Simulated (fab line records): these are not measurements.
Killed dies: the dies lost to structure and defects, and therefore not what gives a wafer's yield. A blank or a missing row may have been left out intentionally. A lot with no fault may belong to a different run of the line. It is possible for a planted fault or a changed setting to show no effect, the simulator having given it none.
Matching of chambers    flow nand-harc    3 sister chambers for NHARC_P_M0_DEP_32 on pecvd-04
The step deposits SiCN, target thk 30 nm. 3 wafers are shown with their chamber, then 7 later ones without.

## WAFERS WITH THEIR CHAMBER
wafer   chamber  heater-power-w (W)
L084.4  1        527
L084.6  0        572
L085.4  2        713

## WAFERS MISSING THEIR CHAMBER
wafer   heater-power-w (W)
L085.5  529
L090.1  477
L090.3  592
L090.6  501
L097.3  540
L097.4  562
L097.6  568

## THE CHAMBER EACH PASSED THROUGH
wafer   from the rows above      in truth
L085.5  can't be placed: 1 or 0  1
L090.1  can't be placed: 1 or 0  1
L090.3  can't be placed: 0 or 1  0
L090.6  can't be placed: 1 or 0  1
L097.3  can't be placed: 1 or 0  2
L097.4  can't be placed: 0 or 1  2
L097.6  can't be placed: 0 or 1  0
Correctly placed: 0 of 7. Unplaceable from these rows: 7, with the true chamber sitting among the candidates in 5. Number placed wrongly: 0.
How it was worked out, from the rows above alone: a wafer's distance from a chamber is the root of the sum, over the readings, of the square of ((its reading less the chamber's mean) divided by the reading's scatter). The wafer belongs to the nearest chamber; if the next one is less than 2 further off, it can't be placed. Each chamber's mean is taken over the wafers shown for it. The scatter: root of mean squared gap, hidden wafer to nearest shown wafer, with one shown wafer a chamber.
